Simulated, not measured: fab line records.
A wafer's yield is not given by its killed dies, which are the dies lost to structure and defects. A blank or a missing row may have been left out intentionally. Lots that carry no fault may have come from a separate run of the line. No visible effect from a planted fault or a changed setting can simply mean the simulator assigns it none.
Lot-split experiment / flow n5_finfet / 21 wafers read from 7 lots, route of 1938 steps

## ON THE SPLIT
At N5_BEOL_M0_CUTY_EXPOSE_54 (exposes mask M0 ABLK), the setting dose_mj was moved away from the recipe's 36 on 8 of the 21 wafers read, by -6.2% to +3.8%. This setting was run at the recipe's value on the other wafers.

## FROM THE SPLIT TO THE READING: what the file shows between them, 2 steps
- N5_BEOL_M0_CUTY_PEB_55: peb time 60 s
- N5_BEOL_M0_CUTY_DEVELOP_56: develop time 30 s

## THE READING
cd_nm (nm) at N5_BEOL_M0_CUTY_CD_MEAS_57, where the cd target is 200 nm. On this fab line, fault-free wafers typically give 200.0 nm with a standard deviation of 0.88 nm.

wafer=L079.1; tool, chamber at the split=arfi_scanner-01, 0; dose_mj as run=37.36; against the recipe=+3.8%; cd_nm, nm=198.1; against lot-mates on the recipe=-2.0
wafer=L079.2; tool, chamber at the split=arfi_scanner-01, 0; dose_mj as run=36; against the recipe=recipe; cd_nm, nm=200.1; against lot-mates on the recipe=-
wafer=L079.6; tool, chamber at the split=arfi_scanner-01, 0; dose_mj as run=37.36; against the recipe=+3.8%; cd_nm, nm=197.9; against lot-mates on the recipe=-2.2
wafer=L081.3; tool, chamber at the split=arfi_scanner-02, 0; dose_mj as run=36; against the recipe=recipe; cd_nm, nm=199.0; against lot-mates on the recipe=-
wafer=L081.5; tool, chamber at the split=arfi_scanner-02, 0; dose_mj as run=37.25; against the recipe=+3.5%; cd_nm, nm=196.0; against lot-mates on the recipe=-3.0
wafer=L081.6; tool, chamber at the split=arfi_scanner-02, 0; dose_mj as run=37.25; against the recipe=+3.5%; cd_nm, nm=196.4; against lot-mates on the recipe=-2.6
wafer=L082.1; tool, chamber at the split=arfi_scanner-01, 0; dose_mj as run=36; against the recipe=recipe; cd_nm, nm=199.2; against lot-mates on the recipe=-
wafer=L082.2; tool, chamber at the split=arfi_scanner-01, 0; dose_mj as run=33.77; against the recipe=-6.2%; cd_nm, nm=204.0; against lot-mates on the recipe=+4.8
wafer=L082.3; tool, chamber at the split=arfi_scanner-01, 0; dose_mj as run=33.77; against the recipe=-6.2%; cd_nm, nm=203.2; against lot-mates on the recipe=+4.0
wafer=L086.3; tool, chamber at the split=arfi_scanner-03, 0; dose_mj as run=36; against the recipe=recipe; cd_nm, nm=200.7; against lot-mates on the recipe=-
wafer=L086.5; tool, chamber at the split=arfi_scanner-03, 0; dose_mj as run=36; against the recipe=recipe; cd_nm, nm=199.5; against lot-mates on the recipe=-
wafer=L086.6; tool, chamber at the split=arfi_scanner-03, 0; dose_mj as run=36; against the recipe=recipe; cd_nm, nm=199.6; against lot-mates on the recipe=-
wafer=L088.1; tool, chamber at the split=arfi_scanner-01, 0; dose_mj as run=35.09; against the recipe=-2.5%; cd_nm, nm=201.4; against lot-mates on the recipe=+2.9
wafer=L088.2; tool, chamber at the split=arfi_scanner-01, 0; dose_mj as run=36; against the recipe=recipe; cd_nm, nm=198.5; against lot-mates on the recipe=-
wafer=L088.4; tool, chamber at the split=arfi_scanner-01, 0; dose_mj as run=35.09; against the recipe=-2.5%; cd_nm, nm=202.1; against lot-mates on the recipe=+3.6
wafer=L093.3; tool, chamber at the split=arfi_scanner-03, 0; dose_mj as run=36; against the recipe=recipe; cd_nm, nm=200.5; against lot-mates on the recipe=-
wafer=L093.4; tool, chamber at the split=arfi_scanner-03, 0; dose_mj as run=36; against the recipe=recipe; cd_nm, nm=198.0; against lot-mates on the recipe=-
wafer=L093.5; tool, chamber at the split=arfi_scanner-03, 0; dose_mj as run=36; against the recipe=recipe; cd_nm, nm=198.2; against lot-mates on the recipe=-
wafer=L095.1; tool, chamber at the split=arfi_scanner-02, 0; dose_mj as run=36; against the recipe=recipe; cd_nm, nm=199.3; against lot-mates on the recipe=-
wafer=L095.2; tool, chamber at the split=arfi_scanner-02, 0; dose_mj as run=36; against the recipe=recipe; cd_nm, nm=198.9; against lot-mates on the recipe=-
wafer=L095.4; tool, chamber at the split=arfi_scanner-02, 0; dose_mj as run=36; against the recipe=recipe; cd_nm, nm=197.7; against lot-mates on the recipe=-

THE FIT
A straight line over all 21 wafers: cd_nm changes by -0.681 nm for each +1% of dose_mj; r = -0.89; the points scatter about the line by 0.93 nm.
The same after taking each lot's own level away (the mean of its wafers on the recipe; 21 wafers): -0.744 nm for each +1%; r = -0.94; scatter 0.77 nm.
Per that fit: largest dose_mj move, reading shift of 4.6 nm.
From 198.50 to 200.10 nm: that is the span of the lots' own levels, equal to 1.8 times the standard deviation above.
So the lot-to-lot level changes the slope little: the two slopes agree.
Check: with one of the wafers moved furthest among these (-6.2%) left out of the fit, the line predicts +4.75 nm for it against its lot-mates. Against them it came out at +4.8 nm.

## OTHER SPLITS ON THESE WAFERS
Before the reading, these wafers also passed through other splits. Each is held against what the fit with the lots' levels taken away leaves over:
other split on the same wafers=N5_BEOL_M0_SAQP_SPACER2_ALD_26 target_thk_a; wafers away from the commonest value=2; r with cd_nm (lot level and that fit taken away)=-0.43
other split on the same wafers=N5_BEOL_M0_SAQP_EXPOSE_37 dose_mj; wafers away from the commonest value=11; r with cd_nm (lot level and that fit taken away)=-0.07
other split on the same wafers=N5_BEOL_M0_SAQP_ETCH_73 cf4_flow_sccm; wafers away from the commonest value=5; r with cd_nm (lot level and that fit taken away)=-0.09

## FILE'S OWN FIT
cd_nm changes by -0.751 nm for each +1% of dose_mj, r = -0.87.
